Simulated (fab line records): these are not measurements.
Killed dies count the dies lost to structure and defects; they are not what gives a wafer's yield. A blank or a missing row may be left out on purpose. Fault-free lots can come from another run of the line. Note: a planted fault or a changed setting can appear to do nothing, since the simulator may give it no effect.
Chamber matching | flow n5_finfet | rie_diel-04 running N5_BEOL_M5_STRIP_36: 4 sister chambers
The step strips in N2/H2. 14 wafers are shown with their chamber, then 7 later ones without.

## WAFERS WITH THEIR CHAMBER
wafer  | chamber | showerhead_plenum_p_Torr (Torr) | oes_product_au (a.u.) | rf_vpp_V (V)
L076.1 | 3       | 2.44                            | 0.78                  | 59.7
L076.3 | 2       | 2.51                            | 0.70                  | 60.0
L076.4 | 1       | 2.42                            | 0.71                  | 57.1
L080.1 | 2       | 2.51                            | 0.70                  | 58.8
L080.5 | 1       | 2.42                            | 0.71                  | 58.9
L080.6 | 2       | 2.51                            | 0.69                  | 59.9
L082.1 | 2       | 2.51                            | 0.70                  | 59.2
L082.4 | 0       | 2.40                            | 0.68                  | 59.6
L082.6 | 0       | 2.40                            | 0.69                  | 59.3
L083.1 | 0       | 2.40                            | 0.70                  | 58.6
L083.2 | 3       | 2.44                            | 0.77                  | 58.6
L083.5 | 2       | 2.51                            | 0.69                  | 61.2
L086.1 | 1       | 2.41                            | 0.71                  | 57.4
L086.3 | 0       | 2.40                            | 0.69                  | 57.3

SIGNATURES (means of the wafers above)
reading                  | chamber 0 | chamber 1 | chamber 2 | chamber 3 | scatter within a chamber
showerhead_plenum_p_Torr | 2.4000    | 2.4167    | 2.5100    | 2.4400    | 0.00258
oes_product_au           | 0.6900    | 0.7100    | 0.6960    | 0.7750    | 0.00608
rf_vpp_V                 | 58.700    | 57.800    | 59.820    | 59.150    | 0.947
Rule: distance of a wafer from a chamber = root of the sum over the readings of ((wafer's reading minus chamber's mean) / reading's scatter) squared. The wafer belongs to the nearest chamber; if the next one is less than 2 further off, it can't be placed. How the scatter is found: for the shown wafers, subtract from each reading the mean of its chamber, square and add these, divide the total by (wafers less chambers), then take the root.

## WAFERS WHOSE CHAMBER IS MISSING
wafer  | showerhead_plenum_p_Torr (Torr) | oes_product_au (a.u.) | rf_vpp_V (V)
L086.4 | 2.43                            | 0.75                  | 59.0
L089.4 | 2.41                            | 0.70                  | 56.5
L089.5 | 2.41                            | 0.70                  | 57.6
L089.6 | 2.50                            | 0.67                  | 62.9
L092.1 | 2.43                            | 0.74                  | 58.7
L092.3 | 2.41                            | 0.69                  | 56.7
L092.6 | 2.50                            | 0.68                  | 58.1

## EACH ONE'S CHAMBER
wafer  | from the rows above     | in truth
L086.4 | 3                       | 3
L089.4 | can't be placed: 1 or 0 | 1
L089.5 | can't be placed: 1 or 0 | 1
L089.6 | 2                       | 2
L092.1 | can't be placed: 3 or 1 | 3
L092.3 | can't be placed: 1 or 0 | 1
L092.6 | 2                       | 2
Correct placement for 3 of the 7. Unplaceable from these rows: 4, with the true chamber sitting among the candidates in 4. 0 placed wrongly.
